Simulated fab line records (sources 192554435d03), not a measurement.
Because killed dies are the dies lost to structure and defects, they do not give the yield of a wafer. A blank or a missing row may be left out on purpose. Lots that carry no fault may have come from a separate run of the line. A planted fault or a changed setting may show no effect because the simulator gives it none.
Matching of chambers | flow n5 finfet | N5_BEOL_M0_SAQP_ALD_48 on ald sin-01 has 4 sister chambers
The step deposits SiO2, target thk 20 nm, pulse time 1 s, co reactant pulse time 1 s. 14 wafers are shown with their chamber, then 7 later ones without.

EACH WAFER AND ITS CHAMBER
wafer  | chamber | heater power w (W) | precursor pulse height rel
L074.1 | 3       | 77                 | 1.038
L074.2 | 2       | 84                 | 1.023
L074.4 | 0       | 67                 | 1.020
L080.2 | 0       | 67                 | 1.028
L080.3 | 2       | 84                 | 1.000
L080.6 | 2       | 80                 | 1.030
L082.1 | 1       | 83                 | 0.997
L082.3 | 2       | 84                 | 0.984
L082.4 | 0       | 67                 | 1.004
L084.2 | 3       | 77                 | 0.958
L084.3 | 2       | 83                 | 1.008
L084.6 | 0       | 68                 | 1.030
L085.1 | 0       | 67                 | 1.016
L085.3 | 2       | 85                 | 0.984

SIGNATURES (means of the wafers above)
reading                    | chamber 0 | chamber 1 | chamber 2 | chamber 3 | scatter within a chamber
heater power w             | 67.20     | 83.00     | 83.33     | 77.00     | 1.27
precursor pulse height rel | 1.01960   | 0.99700   | 1.00483   | 0.99800   | 0.0235
Rule: distance of a wafer from a chamber = root of the sum over the readings of ((wafer's reading minus chamber's mean) / reading's scatter) squared. If the next closest chamber is less than 2 further off than the closest, the wafer can't be placed; otherwise it belongs to the closest. The scatter: the root of (the sum of the squares of (reading less its chamber's mean) over the shown wafers, divided by (wafers less chambers)).

WAFERS WITH NO CHAMBER GIVEN
wafer  | heater power w (W) | precursor pulse height rel
L085.4 | 76                 | 1.003
L086.2 | 66                 | 1.016
L086.4 | 83                 | 1.010
L086.6 | 83                 | 0.975
L093.1 | 67                 | 0.989
L093.3 | 79                 | 1.031
L093.4 | 83                 | 1.013

WHICH CHAMBER EACH WENT THROUGH
wafer  | from the rows above          | in truth
L085.4 | 3                            | 3
L086.2 | 0                            | 0
L086.4 | can't be placed: 2 or 1      | 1
L086.6 | can't be placed: 1 or 2      | 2
L093.1 | 0                            | 0
L093.3 | can't be placed: 3 or 1 or 2 | 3
L093.4 | can't be placed: 2 or 1      | 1
3 of 7 placed correctly. Not placeable from these rows: 4 (in 4, the candidates include the true chamber). Number placed wrongly: 0.
